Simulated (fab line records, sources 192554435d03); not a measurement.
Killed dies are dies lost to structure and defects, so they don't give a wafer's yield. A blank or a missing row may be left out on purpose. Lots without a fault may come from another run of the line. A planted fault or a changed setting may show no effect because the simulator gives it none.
fab line records | flow n5_finfet
record lots=7 wafers=21
route steps=1938 shown ZERO_LAYER@9 FIN_SAQP@99 FIN_CUT@173 DUMMY_GATE@228 SD_EPI_P@300 HKMG_FIN@392 MOL_CONTACT_COAG@594
start_h: hours from the record's first day to the start of the lot's first wafer shown | wait_h: hours since the lot's step before | " the same as in the row above | L1.1+2: a row that stands for several wafers | - no value, or no start given | * or withheld: withheld | < > ~ a bound
route shown NAME@n: a module of which the file shows steps, and the number in the route of the first | usual: mean/standard deviation of fault-free wafers | same: alike in all rows | chamber/n: place in a boat | sites: the reading at each site | _std_site: their standard deviation | _edge_site: outer sites' mean less inner sites' | radius_mm: how far each site lies from the wafer's centre | mask NAME#n: copy n | behind: the tool/chamber that last shaped the wafer | hold: why the lot was held/for how many hours/how that ended | device: the transistor (n, p or np) that didn't switch | end of line: the same wafers' tests at the end of the route | a step without rows: its recipe alone | killed: dies lost to structure and defects at the first sort, not the wafer's yield | map: a wafer's dies, x killed, . not, _ none there
set.NAME: the setting as run; set.NAME@STEP: as run at that earlier step | model.NAME: the simulator's own value behind a step, which no gauge read
lots whose settings were changed on purpose; a table a step, a row a wafer
## steps
# step N5_ZERO_LAYER_EXPOSE_08
# recipe mask_id=ZERO na=0.55 source_shape=conventional sigma_outer=0.8 polarization=unpolarized defocus_nm=0 target_cd_nm=2000 dose_mj=16.2
# columns lot.wafer tool chamber start_h wait_h mask set.dose_mj
L076.2+3+5 krf_scanner-01 0 24.63 - ZERO#0 16.2
L078.1+2 krf_scanner-02 0 36.63 - ZERO#0 15.85
L078.6 " 0 " " ZERO#0 16.2
L082.2+3+4 krf_scanner-01 0 60.65 - ZERO#0 16.2
L083.1+2 krf_scanner-01 0 66.46 - ZERO#0 16.2
L083.5 " 0 " " ZERO#0 16.94
L085.1+2 krf_scanner-02 0 78.47 - ZERO#0 16.2
L085.5 " 0 " " ZERO#0 15.28
L090.1+6 krf_scanner-01 0 108.46 - ZERO#0 15.62
L090.5 " 0 " " ZERO#0 16.2
L093.1+3+5 krf_scanner-01 0 126.48 - ZERO#0 16.2
# step N5_ZERO_LAYER_DEVELOP_10
# recipe develop_time_s=60 rinse_liquid=diw dry=air_spin dev_temp_c=21
# columns lot.wafer tool chamber start_h wait_h set.develop_time_s
L076.2+3+5 litho_track-04 0 - - 60
L078.1 litho_track-05 0 - - 60
L078.2+6 " 0 " " 65.84
L082.2+3+4 litho_track-03 0 - - 60
L083.1+5 litho_track-04 0 - - 48
L083.2 " 0 " " 60
L085.1+2+5 litho_track-04 0 - - 60
L090.1+6 litho_track-05 0 - - 60
L090.5 " 0 " " 48.79
L093.1+3+5 litho_track-04 0 - - 60
# step N5_ZERO_LAYER_HARDBAKE_23
# recipe temp_c=130 time_s=120
# step N5_ZERO_LAYER_CD_MEAS_11
# recipe target_cd_nm=2000 landing_energy_ev=500 detector=se_inlens
# usual cd_nm=2000.4/1.9
# columns lot.wafer tool chamber start_h wait_h set.dose_mj@ZERO_LAYER_EXPOSE_08 cd_nm
L076.2 cd_sem-03 0 24.80 - 16.2 2001.6
L076.3 " 0 " " 16.2 1998.2
L076.5 " 0 " " 16.2 2003.0
L078.1 cd_sem-02 0 36.81 - 15.85 1994.5
L078.2 " 0 " " 15.85 1998.1
L078.6 " 0 " " 16.2 2001.4
L082.2 cd_sem-01 0 60.82 - 16.2 2001.7
L082.3 " 0 " " 16.2 2001.3
L082.4 " 0 " " 16.2 2002.9
L083.1 cd_sem-02 0 66.64 - 16.2 1996.0
L083.2 " 0 " " 16.2 2001.7
L083.5 " 0 " " 16.94 2006.0
L085.1 cd_sem-02 0 78.64 - 16.2 1999.3
L085.2 " 0 " " 16.2 2002.8
L085.5 " 0 " " 15.28 1986.0
L090.1 cd_sem-01 0 108.64 - 15.62 1990.7
L090.5 " 0 " " 16.2 1996.3
L090.6 " 0 " " 15.62 1992.9
L093.1 cd_sem-01 0 126.65 - 16.2 2000.3
L093.3 " 0 " " 16.2 1998.4
L093.5 " 0 " " 16.2 2001.2
# step N5_FIN_SAQP_PECVD_48
# recipe material=SiNx target_thk_a=250 temp_c=400 precursor=SiH4/NH3/N2 pressure_torr=1.5 rf_w=300 time_s=22.1
# columns lot.wafer tool chamber start_h wait_h set.time_s model.SiNx_of_FIN_SAQP_PECVD_48.thk_nm
L076.2 pecvd-04 0 33.65 0.0 22.1 24.2
L076.3 " 1 " " 22.1 24.97
L076.5 " 1 " " 22.1 25.48
L078.1 pecvd-04 0 45.38 0.0 22.1 24.4
L078.2 " 1 " " 22.1 24.97
L078.6 " 1 " " 22.1 25.42
L082.2 pecvd-02 0 69.92 0.0 22.1 24.86
L082.3 " 1 " " 22.1 24.39
L082.4 " 0 " " 22.1 24.93
L083.1 pecvd-01 2 75.61 0.0 20.49 23.35
L083.2 " 1 " " 22.1 24.61
L083.5 " 1 " " 22.1 24.72
L085.1 pecvd-02 2 90.24 0.0 20.16 22.83
L085.2 " 0 " " 22.1 25.22
L085.5 " 0 " " 22.1 25.27
L090.1 pecvd-01 2 117.13 0.0 22.1 25.31
L090.5 " 0 " " 22.1 25.37
L090.6 " 1 " " 20.77 23.54
L093.1 pecvd-04 1 135.35 0.0 22.1 24.71
L093.3 " 0 " " 20 22.19
L093.5 " 0 " " 20 22.56
# step N5_FIN_SAQP_PECVD_06
# recipe material=a-Si target_thk_a=600 temp_c=400 precursor=SiH4/He pressure_torr=3 rf_w=100 time_s=48.1
# columns lot.wafer tool chamber start_h wait_h set.time_s model.a-Si_of_FIN_SAQP_PECVD_06.thk_nm
L076.2 pecvd-04 0 33.69 0.0 48.1 60.28
L076.3 " 1 " " 48.1 60.2
L076.5 " 1 " " 42.5 53.22
L078.1 pecvd-04 0 45.42 0.0 48.1 59.78
L078.2 " 1 " " 48.1 59.98
L078.6 " 1 " " 48.1 60.97
L082.2 pecvd-02 0 69.95 0.0 48.1 59.87
L082.3 " 1 " " 48.1 59.68
L082.4 " 0 " " 48.1 59.72
L083.1 pecvd-01 2 75.65 0.0 45.28 57.78
L083.2 " 1 " " 45.28 55.53
L083.5 " 1 " " 48.1 61.3
L085.1 pecvd-02 2 90.28 0.0 48.1 59.32
L085.2 " 0 " " 43.23 53.52
L085.5 " 0 " " 43.23 53.81
L090.1 pecvd-01 2 117.17 0.0 51.34 63.66
L090.5 " 0 " " 48.1 60.07
L090.6 " 1 " " 48.1 60.84
L093.1 pecvd-04 1 135.39 0.0 44.87 55.6
L093.3 " 0 " " 48.1 59.43
L093.5 " 0 " " 44.87 55.88
# step N5_FIN_SAQP_THK_MEAS_07
# usual thk_nm=60.0/0.74
# columns lot.wafer tool chamber start_h wait_h set.time_s@FIN_SAQP_PECVD_06 thk_nm
L076.2 film_metro-01 - 33.78 0.1 48.1 60.2
L076.3 " - " " 48.1 60.2
L076.5 " - " " 42.5 53.3
L078.1 film_metro-01 - 45.51 0.1 48.1 59.8
L078.2 " - " " 48.1 60.0
L078.6 " - " " 48.1 60.9
L082.2 film_metro-02 - 70.04 0.1 48.1 59.9
L082.3 " - " " 48.1 59.7
L082.4 " - " " 48.1 59.7
L083.1 film_metro-02 - 75.73 0.1 45.28 57.8
L083.2 " - " " 45.28 55.5
L083.5 " - " " 48.1 61.3
L085.1 film_metro-01 - 90.37 0.1 48.1 59.3
L085.2 " - " " 43.23 53.5
L085.5 " - " " 43.23 53.8
L090.1 film_metro-02 - 117.26 0.1 51.34 63.6
L090.5 " - " " 48.1 60.0
L090.6 " - " " 48.1 60.8
L093.1 film_metro-01 - 135.48 0.1 44.87 55.6
L093.3 " - " " 48.1 59.5
L093.5 " - " " 44.87 55.9
# step N5_FIN_CUT_CUT_ETCH_26
# recipe chemistry=CH3F/O2 target=SiNx target_depth_a=390 mask_material=SOC time_s=55.7 pressure_mtorr=30 source_w=395 bias_w=73 Ar_flow_sccm=150 CH3F_flow_sccm=30 O2_flow_sccm=20 ion_energy_ev=120
# columns lot.wafer tool chamber start_h wait_h set.time_s model.etch.depth_nm model.SOC_of_FIN_CUT_COAT_18.thk_nm
L076.2 rie_diel-04 3 40.27 0.0 55.7 39.27 210.2
L076.3 " 2 " " 55.7 38.89 210.4
L076.5 " 1 " " 55.7 38.76 210
L078.1 rie_diel-01 0 51.57 0.0 65.64 44.47 209.2
L078.2 " 1 " " 55.7 39.19 210.8
L078.6 " 1 " " 55.7 39.12 211.8
L082.2 rie_diel-01 2 75.84 0.0 55.7 37.85 211.2
L082.3 " 0 " " 55.7 37.03 212.2
L082.4 " 1 " " 55.7 38.37 211.4
L083.1 rie_diel-01 1 83.41 0.0 55.7 38.76 211
L083.2 " 0 " " 47.75 32.36 213.8
L083.5 " 2 " " 55.7 38.3 211.6
L085.1 rie_diel-04 0 96.17 0.0 55.7 38.2 211.2
L085.2 " 3 " " 55.7 38.18 210.8
L085.5 " 2 " " 55.7 38.74 211.8
L090.1 rie_diel-04 0 125.36 0.0 55.7 39 211.8
L090.5 " 0 " " 47.18 33.34 214.2
L090.6 " 1 " " 47.18 33.35 214
L093.1 rie_diel-03 1 142.17 0.0 55.7 38.21 211.6
L093.3 " 2 " " 45.39 31 214.8
L093.5 " 3 " " 55.7 40.68 210.4
# step N5_FIN_CUT_CUT_ETCH_27
# recipe chemistry=CHF3/O2 target=SiO2 target_depth_a=40 mask_material=SOC overetch_a=20 time_s=4.9 pressure_mtorr=30 source_w=650 bias_w=170 Ar_flow_sccm=200 CHF3_flow_sccm=50 O2_flow_sccm=5 ion_energy_ev=200
# step N5_FIN_CUT_PRECLEAN_35
# recipe time_s=13.3 temp_c=45 pressure_torr=125 p_hf_torr=3 p_coreactant_torr=25 chemistry=vHF
# step N5_FIN_CUT_CUT_ETCH_15
# recipe chemistry=HBr/Cl2/O2 target=Si target_depth_a=1000 bt_time_s=10 mask_material=SOC time_s=42.4 ion_energy_ev=* bias_w=* pressure_mtorr=10 icp_w=800 HBr_flow_sccm=150 Cl2_flow_sccm=80 O2_flow_sccm=12
# columns lot.wafer tool chamber start_h wait_h set.time_s@FIN_CUT_CUT_ETCH_26 model.SOC_of_FIN_CUT_COAT_18.thk_nm
L076.2 rie_si-06 1 40.47 0.1 55.7 168.4
L076.3 " 3 " " 55.7 169.2
L076.5 " 3 " " 55.7 168.8
L078.1 rie_si-03 2 51.77 0.1 65.64 168.4
L078.2 " 1 " " 55.7 170.4
L078.6 " 2 " " 55.7 171
L082.2 rie_si-06 3 76.04 0.1 55.7 169.8
L082.3 " 1 " " 55.7 170.2
L082.4 " 0 " " 55.7 169.6
L083.1 rie_si-05 1 83.60 0.1 55.7 169.2
L083.2 " 2 " " 47.75 173.2
L083.5 " 0 " " 55.7 170.6
L085.1 rie_si-05 3 96.40 0.1 55.7 170.2
L085.2 " 1 " " 55.7 169.2
L085.5 " 1 " " 55.7 170
L090.1 rie_si-06 1 125.56 0.1 55.7 170
L090.5 " 2 " " 47.18 172.6
L090.6 " 3 " " 47.18 173
L093.1 rie_si-05 1 142.36 0.1 55.7 169.2
L093.3 " 3 " " 45.39 174
L093.5 " 0 " " 55.7 168.4
# step N5_FIN_CUT_CUT_ETCH_28
# recipe chemistry=HBr/Cl2/O2 target=Si target_depth_a=60 mask_material=SOC time_s=2.4 ion_energy_ev=* bias_w=* pressure_mtorr=10 icp_w=800 HBr_flow_sccm=150 Cl2_flow_sccm=80 O2_flow_sccm=12
# columns lot.wafer tool chamber start_h wait_h set.time_s@FIN_CUT_CUT_ETCH_26 model.SOC_of_FIN_CUT_COAT_18.thk_nm
L076.2 rie_si-06 1 40.52 0.0 55.7 166.6
L076.3 " 3 " " 55.7 167.4
L076.5 " 3 " " 55.7 167
L078.1 rie_si-03 2 51.82 0.0 65.64 166.8
L078.2 " 1 " " 55.7 168.8
L078.6 " 2 " " 55.7 169.4
L082.2+4 rie_si-06 3,0 76.09 0.0 55.7 168
L082.3 " 1 " " 55.7 168.6
L083.1 rie_si-05 1 83.65 0.0 55.7 167.6
L083.2 " 2 " " 47.75 171.4
L083.5 " 0 " " 55.7 168.8
L085.1 rie_si-05 3 96.46 0.0 55.7 168.4
L085.2 " 1 " " 55.7 167.6
L085.5 " 1 " " 55.7 168.2
L090.1 rie_si-06 1 125.61 0.0 55.7 168.2
L090.5 " 2 " " 47.18 170.8
L090.6 " 3 " " 47.18 171.4
L093.1 rie_si-05 1 142.42 0.0 55.7 167.6
L093.3 " 3 " " 45.39 172.2
L093.5 " 0 " " 55.7 166.6
# step N5_DUMMY_GATE_EXPOSE_12
# recipe mask_id=GATE na=0.33 source_shape=annular sigma_inner=0.2 sigma_outer=0.6 polarization=unpolarized target_cd_nm=25 dose_mj=34
# columns lot.wafer tool chamber start_h wait_h mask set.dose_mj
L076.2+3+5 euv_scanner-02 0 58.76 - GATE#0 34
L078.1+2 euv_scanner-01 0 69.76 - GATE#0 33
L078.6 " 0 " " GATE#0 34
L082.2+3+4 euv_scanner-01 0 97.17 - GATE#0 34
L083.1+2 euv_scanner-01 0 101.71 - GATE#0 35.67
L083.5 " 0 " " GATE#0 34
L085.1+5 euv_scanner-01 0 114.60 - GATE#0 35.4
L085.2 " 0 " " GATE#0 34
L090.1+6 euv_scanner-01 0 145.29 - GATE#0 31.88
L090.5 " 0 " " GATE#0 34
L093.1 euv_scanner-02 0 161.84 - GATE#0 33.08
L093.3+5 " 0 " " GATE#0 34
# step N5_DUMMY_GATE_PEB_13
# recipe peb_temp_c=100 peb_time_s=60 resist=CAR-EUV
# step N5_DUMMY_GATE_DEVELOP_14
# recipe develop_time_s=30 developer=TMAH resist=CAR-EUV rinse_liquid=surfactant_rinse dry=air_spin dev_temp_c=23
# step N5_DUMMY_GATE_CD_MEAS_15
# recipe target_cd_nm=25.8 landing_energy_ev=500 detector=se_inlens
# usual cd_nm=25.06/0.23
# columns lot.wafer tool chamber start_h wait_h set.dose_mj@DUMMY_GATE_EXPOSE_12 cd_nm
L076.2 cd_sem-02 0 58.89 - 34 25.37
L076.3 " 0 " " 34 25.35
L076.5 " 0 " " 34 25.51
L078.1 cd_sem-03 0 69.89 - 33 25.45
L078.2 " 0 " " 33 25.46
L078.6 " 0 " " 34 25.23
L082.2 cd_sem-03 0 97.30 - 34 25.16
L082.3 " 0 " " 34 25.21
L082.4 " 0 " " 34 25.04
L083.1 cd_sem-01 0 101.84 - 35.67 24.38
L083.2 " 0 " " 35.67 24.33
L083.5 " 0 " " 34 25.06
L085.1 cd_sem-03 0 114.73 - 35.4 24.36
L085.2 " 0 " " 34 25.12
L085.5 " 0 " " 35.4 24.40
L090.1 cd_sem-02 0 145.42 - 31.88 26.11
L090.5 " 0 " " 34 25.28
L090.6 " 0 " " 31.88 26.26
L093.1 cd_sem-01 0 161.96 - 33.08 25.34
L093.3 " 0 " " 34 25.15
L093.5 " 0 " " 34 25.45
# step N5_DUMMY_GATE_DESCUM_20
# recipe chemistry=O2 time_s=6.2 source_power_w=50 bias_power_w=20 pressure_mtorr=20 rf_frequency_hz=2.712e+07 temp_c=40 resist=CAR-EUV o2_flow_sccm=225
# columns lot.wafer tool chamber start_h wait_h set.time_s model.CAR-EUV_of_DUMMY_GATE_COAT_09.thk_nm
L076.2 rie_diel-01 0 59.02 0.0 6.903 26.4
L076.3 " 1 " " 6.903 26.2
L076.5 " 0 " " 6.2 26.6
L078.1+2 rie_diel-03 3,0 70.02 0.0 6.2 26.4
L078.6 " 1 " " 6.2 26.6
L082.2+4 rie_diel-04 1,0 97.43 0.0 6.2 26.4
L082.3 " 3 " " 6.2 26.6
L083.1 rie_diel-01 1 101.97 0.0 6.2 26.6
L083.2+5 " 2,3 " " 6.2 26.4
L085.1+2+5 rie_diel-04 0,3,1 114.89 0.1 6.2 26.4
L090.1+5 rie_diel-01 2 145.55 0.0 7.287 26
L090.6 " 1 " " 6.2 26.6
L093.1 rie_diel-03 3 162.10 0.0 7.245 25.8
L093.3 " 2 " " 6.2 26.4
L093.5 " 1 " " 6.2 26.6
# step N5_SD_EPI_P_EXPOSE_06
# recipe mask_id=SD_P_BLK na=1.35 source_shape=conventional sigma_outer=0.8 polarization=unpolarized target_cd_nm=240 dose_mj=39.5
# columns lot.wafer tool chamber start_h wait_h mask set.dose_mj
L076.2+3+5 arfi_scanner-01 0 66.33 - SD_P_BLK#0 39.5
L078.1+2+6 arfi_scanner-02 0 77.16 - SD_P_BLK#0 39.5
L082.2+3+4 arfi_scanner-01 0 104.71 - SD_P_BLK#0 39.5
L083.1+2+5 arfi_scanner-01 0 108.36 - SD_P_BLK#0 39.5
L085.1+2 arfi_scanner-01 0 121.33 - SD_P_BLK#0 37.22
L085.5 " 0 " " SD_P_BLK#0 39.5
L090.1+6 arfi_scanner-02 0 151.94 - SD_P_BLK#0 39.5
L090.5 " 0 " " SD_P_BLK#0 42.04
L093.1 arfi_scanner-01 0 169.42 - SD_P_BLK#0 38.15
L093.3+5 " 0 " " SD_P_BLK#0 39.5
# step N5_SD_EPI_P_PEB_07
# recipe peb_temp_c=110 peb_time_s=60 resist=CAR-ArF-block
# step N5_SD_EPI_P_DEVELOP_08
# recipe develop_time_s=30 developer=TMAH resist=CAR-ArF-block dev_temp_c=23 rinse_liquid=diw dry=air_spin
# step N5_SD_EPI_P_CD_MEAS_09
# recipe target_cd_nm=240 landing_energy_ev=500 detector=se_inlens
# usual cd_nm=239.7/0.75
# columns lot.wafer tool chamber start_h wait_h set.dose_mj@SD_EPI_P_EXPOSE_06 cd_nm
L076.2 cd_sem-01 0 66.45 - 39.5 239.5
L076.3 " 0 " " 39.5 239.7
L076.5 " 0 " " 39.5 240.5
L078.1 cd_sem-02 0 77.28 - 39.5 239.1
L078.2 " 0 " " 39.5 238.8
L078.6 " 0 " " 39.5 239.1
L082.2 cd_sem-03 0 104.83 - 39.5 240.1
L082.3 " 0 " " 39.5 239.5
L082.4 " 0 " " 39.5 239.3
L083.1 cd_sem-02 0 108.49 - 39.5 238.8
L083.2 " 0 " " 39.5 238.4
L083.5 " 0 " " 39.5 238.5
L085.1 cd_sem-01 0 121.46 - 37.22 235.0
L085.2 " 0 " " 37.22 236.2
L085.5 " 0 " " 39.5 241.0
L090.1 cd_sem-01 0 152.06 - 39.5 239.0
L090.5 " 0 " " 42.04 243.8
L090.6 " 0 " " 39.5 239.6
L093.1 cd_sem-02 0 169.54 - 38.15 237.4
L093.3 " 0 " " 39.5 239.4
L093.5 " 0 " " 39.5 240.9
# step N5_SD_EPI_P_DESCUM_14
# recipe chemistry=O2 time_s=7.9 source_power_w=50 bias_power_w=20 pressure_mtorr=20 rf_frequency_hz=2.712e+07 temp_c=40 resist=CAR-ArF-block o2_flow_sccm=225
# columns lot.wafer tool chamber start_h wait_h set.dose_mj@SD_EPI_P_EXPOSE_06 model.SD_EPI_P.cd_nm
L076.2 rie_diel-03 0 66.53 0.0 39.5 239.6
L076.3 " 2 " " 39.5 239.8
L076.5 " 3 " " 39.5 240.6
L078.1 rie_diel-04 1 77.56 0.2 39.5 239.4
L078.2 " 0 " " 39.5 239
L078.6 " 3 " " 39.5 239.2
L082.2 rie_diel-03 1 104.92 0.0 39.5 239.8
L082.3+4 " 0,3 " " 39.5 239.4
L083.1 rie_diel-01 1 108.58 0.0 39.5 238.8
L083.2+5 " 0,2 " " 39.5 238.6
L085.1 rie_diel-03 1 121.78 0.3 37.22 235
L085.2 " 3 " " 37.22 236
L085.5 " 0 " " 39.5 240.8
L090.1+6 rie_diel-01 0,1 152.15 0.0 39.5 239.4
L090.5 " 2 " " 42.04 244
L093.1 rie_diel-03 1 169.75 0.1 38.15 237.2
L093.3 " 3 " " 39.5 239.6
L093.5 " 0 " " 39.5 241
# step N5_HKMG_FIN_COAT_43
# recipe resist=CAR-ArF spin_rpm=1500 resist_thk_nm=90
# columns lot.wafer tool chamber start_h wait_h set.spin_rpm model.CAR-ArF_of_HKMG_FIN_COAT_43.thk_nm
L076.2+5 litho_track-02 0 - - 1500 90
L076.3 " 0 " " 1653 85.8
L078.1 litho_track-01 0 - - 1433 91.6
L078.2 " 0 " " 1433 91.8
L078.6 " 0 " " 1500 89.8
L082.2 litho_track-03 0 - - 1500 89.6
L082.3 " 0 " " 1500 90
L082.4 " 0 " " 1500 89.8
L083.1+5 litho_track-03 0 - - 1377 93.8
L083.2 " 0 " " 1500 90
L085.1+2 litho_track-01 0 - - 1400 93
L085.5 " 0 " " 1500 89.8
L090.1 litho_track-01 0 - - 1500 89.6
L090.5 " 0 " " 1500 90
L090.6 " 0 " " 1500 89.8
L093.1+5 litho_track-02 0 - - 1500 89.6
L093.3 " 0 " " 1576 87.6
# step N5_HKMG_FIN_EBR_45
# recipe solvent=PGMEA ebr_width_mm=1.5
# step N5_HKMG_FIN_SOFTBAKE_44
# recipe temp_c=110 time_s=60 resist=CAR-ArF
# step N5_HKMG_FIN_EXPOSE_46
# recipe mask_id=NDIPOLE na=1.35 source_shape=conventional sigma_outer=0.8 polarization=unpolarized dose_mj=40
# step N5_HKMG_FIN_PEB_47
# recipe peb_temp_c=withheld peb_time_s=60 resist=CAR-ArF
# step N5_HKMG_FIN_DEVELOP_48
# recipe develop_time_s=30 developer=TMAH resist=CAR-ArF rinse_liquid=diw dry=air_spin dev_temp_c=23
# columns lot.wafer tool chamber start_h wait_h set.spin_rpm@HKMG_FIN_COAT_43 model.CAR-ArF_of_HKMG_FIN_COAT_43.thk_nm
L076.2+5 litho_track-01 0 - - 1500 88.2
L076.3 " 0 " " 1653 84.2
L078.1 litho_track-02 0 - - 1433 89.8
L078.2 " 0 " " 1433 90.2
L078.6 " 0 " " 1500 88.2
L082.2 litho_track-03 0 - - 1500 87.8
L082.3 " 0 " " 1500 88.4
L082.4 " 0 " " 1500 88
L083.1 litho_track-03 0 - - 1377 92.2
L083.2 " 0 " " 1500 88.2
L083.5 " 0 " " 1377 92
L085.1 litho_track-01 0 - - 1400 91.4
L085.2 " 0 " " 1400 91.2
L085.5 " 0 " " 1500 88
L090.1+6 litho_track-03 0 - - 1500 88
L090.5 " 0 " " 1500 88.2
L093.1 litho_track-01 0 - - 1500 88
L093.3 " 0 " " 1576 85.8
L093.5 " 0 " " 1500 87.8
# step N5_MOL_CONTACT_COAG_COAT_63
# recipe resist=SiARC temp_c=220 time_s=60 spin_rpm=1500 resist_thk_nm=10
# columns lot.wafer tool chamber start_h wait_h set.spin_rpm model.SiARC_of_MOL_CONTACT_COAG_COAT_63.thk_nm
L076.2+3+5 litho_track-04 0 - - 1500 10
L078.1+6 litho_track-02 0 - - 1500 10
L078.2 " 0 " " 1570 9.8
L082.2+3+4 litho_track-01 0 - - 1500 10
L083.1+2 litho_track-01 0 - - 1500 10
L083.5 " 0 " " 1405 10.4
L085.1+2 litho_track-04 0 - - 1337 10.6
L085.5 " 0 " " 1500 10
L090.1 litho_track-02 0 - - 1381 10.4
L090.5+6 " 0 " " 1500 10
L093.1+3+5 litho_track-02 0 - - 1500 10
## key
split step=N5_ZERO_LAYER_EXPOSE_08 setting=dose_mj stated=16.2 by=wafer
response step=N5_ZERO_LAYER_CD_MEAS_11 reading=cd_nm change=+2.06 per=1% r=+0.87
split step=N5_ZERO_LAYER_DEVELOP_10 setting=develop_time_s stated=60 by=wafer
response none clear
split step=N5_FIN_SAQP_PECVD_48 setting=time_s stated=22.1 by=wafer
response step=N5_FIN_SAQP_PECVD_48 reading=model.SiNx_of_FIN_SAQP_PECVD_48.thk_nm change=+0.248 per=1% r=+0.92
split step=N5_FIN_SAQP_PECVD_06 setting=time_s stated=48.1 by=wafer
response step=N5_FIN_SAQP_PECVD_06 reading=model.a-Si_of_FIN_SAQP_PECVD_06.thk_nm change=+0.586 per=1% r=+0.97
response step=N5_FIN_SAQP_THK_MEAS_07 reading=thk_nm change=* per=1% r=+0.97
split step=N5_FIN_CUT_CUT_ETCH_26 setting=time_s stated=55.7 by=wafer
response step=N5_FIN_CUT_CUT_ETCH_26 reading=model.etch.depth_nm change=+0.387 per=1% r=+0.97
response step=N5_FIN_CUT_CUT_ETCH_26 reading=model.SOC_of_FIN_CUT_COAT_18.thk_nm change=-0.163 per=1% r=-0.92
response step=N5_FIN_CUT_CUT_ETCH_15 reading=model.SOC_of_FIN_CUT_COAT_18.thk_nm change=-0.207 per=1% r=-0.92
response step=N5_FIN_CUT_CUT_ETCH_28 reading=model.SOC_of_FIN_CUT_COAT_18.thk_nm change=-0.205 per=1% r=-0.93
split step=N5_DUMMY_GATE_EXPOSE_12 setting=dose_mj stated=34 by=wafer
response step=N5_DUMMY_GATE_CD_MEAS_15 reading=cd_nm change=-0.134 per=1% r=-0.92
split step=N5_DUMMY_GATE_DESCUM_20 setting=time_s stated=6.2 by=wafer
response step=N5_DUMMY_GATE_DESCUM_20 reading=model.CAR-EUV_of_DUMMY_GATE_COAT_09.thk_nm change=-0.0357 per=1% r=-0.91
split step=N5_SD_EPI_P_EXPOSE_06 setting=dose_mj stated=39.5 by=wafer
response step=N5_SD_EPI_P_CD_MEAS_09 reading=cd_nm change=+0.807 per=1% r=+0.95
response step=N5_SD_EPI_P_DESCUM_14 reading=model.SD_EPI_P.cd_nm change=+0.82 per=1% r=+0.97
split step=N5_HKMG_FIN_COAT_43 setting=spin_rpm stated=1500 by=wafer
response step=N5_HKMG_FIN_COAT_43 reading=model.CAR-ArF_of_HKMG_FIN_COAT_43.thk_nm change=-0.436 per=1% r=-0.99
response step=N5_HKMG_FIN_DEVELOP_48 reading=model.CAR-ArF_of_HKMG_FIN_COAT_43.thk_nm change=-0.434 per=1% r=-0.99
split step=N5_MOL_CONTACT_COAG_COAT_63 setting=spin_rpm stated=1500 by=wafer
response step=N5_MOL_CONTACT_COAG_COAT_63 reading=model.SiARC_of_MOL_CONTACT_COAG_COAT_63.thk_nm change=-0.0542 per=1% r=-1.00
